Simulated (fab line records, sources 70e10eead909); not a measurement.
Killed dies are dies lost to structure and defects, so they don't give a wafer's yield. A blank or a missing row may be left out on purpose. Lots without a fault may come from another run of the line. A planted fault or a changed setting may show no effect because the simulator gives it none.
A struck lot beside a sound one | flow nand_harc | 13 steps out of a route of 1302
Sound: wafers L315.2, L315.4, L315.5. Struck: wafers L306.1, L306.3, L306.4. The cause comes at the end.
At each step with rows: each side's tool, then ch and its chambers, then its first start. Under that, the readings that differ: sound wafers | struck wafers | difference of the means | sigmas: that difference in standard deviations of wafers without a fault.
alike: readings whose means differ by less than 2 such deviations, and words and numbers that are the same on both sides. not compared: withheld readings, readings that some wafer has no value for, bounds like >300 that may hide the same value, and numbers for which the record gives no deviation and whose values overlap.
The two part at a step that has a row with sigmas, a row that says differs or no value, or rows on one side only. Numbers that don't overlap but have no deviation are shown without sigmas and don't part them. A reading that every wafer of one side lacks parts them only if that side has two wafers or more.

NHARC_A_ONON_D2_THK_MEAS_30: measures by ellipsometry.
  sound on film_metro-02, day 18 20:18; struck on film_metro-02, day 15 02:34
  alike: thk_nm
NHARC_A_ONON_D2_DEP_33: deposits SiO2, target thk 200 nm.
  sound on pecvd-02 ch 0,1, day 18 20:24; struck on pecvd-04 ch 0,1, day 15 02:40
  alike: heater_power_w, throttle_valve_pct
NHARC_A_ONON_D2_THK_MEAS_34: measures by ellipsometry.
  sound on film_metro-01, day 18 20:46; struck on film_metro-02, day 15 03:04
  alike: thk_nm
NHARC_A_ONON_D2_INSPECT_32:
  sound on defect_inspect-01, day 18 20:50; struck on defect_inspect-02, day 15 03:08
  alike: raw_defect_count
NHARC_A_CHANNEL_HOLE_D2_DEP_00: deposits aC, target thk 3100 nm.
  sound on acl_dep-03 ch 0, day 19 01:52; struck on acl_dep-01 ch 0, day 15 04:33
  alike: throttle_valve_pct
NHARC_A_CHANNEL_HOLE_D2_DEP_01: deposits SiON, target thk 140 nm.
  sound on pecvd-03 ch 0,1,2, day 19 03:33; struck on pecvd-01 ch 0,1, day 15 06:26
  alike: heater_power_w
then, 5 steps without rows for these wafers: NHARC_A_CHANNEL_HOLE_D2_DEHYDRATE_02 (time 120 s); NHARC_A_CHANNEL_HOLE_D2_HMDS_03 (time 30 s); NHARC_A_CHANNEL_HOLE_D2_COAT_36 (time 75 s); NHARC_A_CHANNEL_HOLE_D2_COAT_37 (time 65 s); NHARC_A_CHANNEL_HOLE_D2_COAT_04 (resist thk 90 nm).
NHARC_A_CHANNEL_HOLE_D2_SOFTBAKE_05: time 55 s.
  sound on litho_track-06 ch 0, day 19 03:00; struck on litho_track-04 ch 0, day 15 06:00
  reading                  | sound                | struck               | difference | sigmas
  heater_power_total_W (W) | 188.47 188.35 188.30 | 165.44 165.74 165.46 | -22.83     | -99 or more
then, 1 step without rows for these wafers: NHARC_A_CHANNEL_HOLE_D2_EBR_06.

WHERE THEY PART
Only at NHARC_A_CHANNEL_HOLE_D2_SOFTBAKE_05, within this record.

WHY: what the simulator had put in
Process parameter drift: litho_track-04, from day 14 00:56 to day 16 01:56, at NHARC_A_CHANNEL_HOLE_D2_SOFTBAKE_05. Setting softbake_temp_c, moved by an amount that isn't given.
